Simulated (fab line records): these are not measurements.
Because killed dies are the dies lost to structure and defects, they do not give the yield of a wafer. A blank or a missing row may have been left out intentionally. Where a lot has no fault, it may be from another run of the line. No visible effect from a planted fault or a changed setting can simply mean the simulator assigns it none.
Chamber matching	flow nand-harc	rie-diel-06 running NHARC_A_STAIRCASE_TRIM_220: 4 sister chambers
The step chemistry O2, time 211.2 s. 4 wafers are shown with their chamber, then 8 later ones without.

== WAFERS WITH THEIR CHAMBER ==
wafer	chamber	showerhead-plenum-p-Torr (Torr)
L088.4	1	3.64
L089.4	2	3.59
L089.5	3	3.66
L091.1	0	3.46

== WAFERS WHOSE CHAMBER IS MISSING ==
wafer	showerhead-plenum-p-Torr (Torr)
L091.3	3.59
L091.6	3.66
L092.1	3.59
L092.3	3.66
L092.5	3.63
L095.3	3.66
L095.5	3.66
L095.6	3.59

== WHICH CHAMBER EACH ONE RAN IN ==
wafer	from the rows above	in truth
L091.3	2	2
L091.6	3	3
L092.1	2	2
L092.3	3	3
L092.5	1	1
L095.3	3	3
L095.5	3	3
L095.6	2	2
Correctly placed: 8 of 8. From these rows, 0 cannot be placed. Number placed wrongly: 0.
How it was worked out, from the rows above alone: a wafer's distance from a chamber is the root of the sum, over the readings, of the square of ((its reading less the chamber's mean) divided by the reading's scatter). If the next closest chamber is less than 2 further off than the closest, the wafer can't be placed; otherwise it belongs to the closest. For every chamber, the mean is computed from those of its wafers that are shown. The scatter (one wafer shown for each chamber): square how far every hidden wafer sits from the nearest shown wafer, average those squares and take the square root.
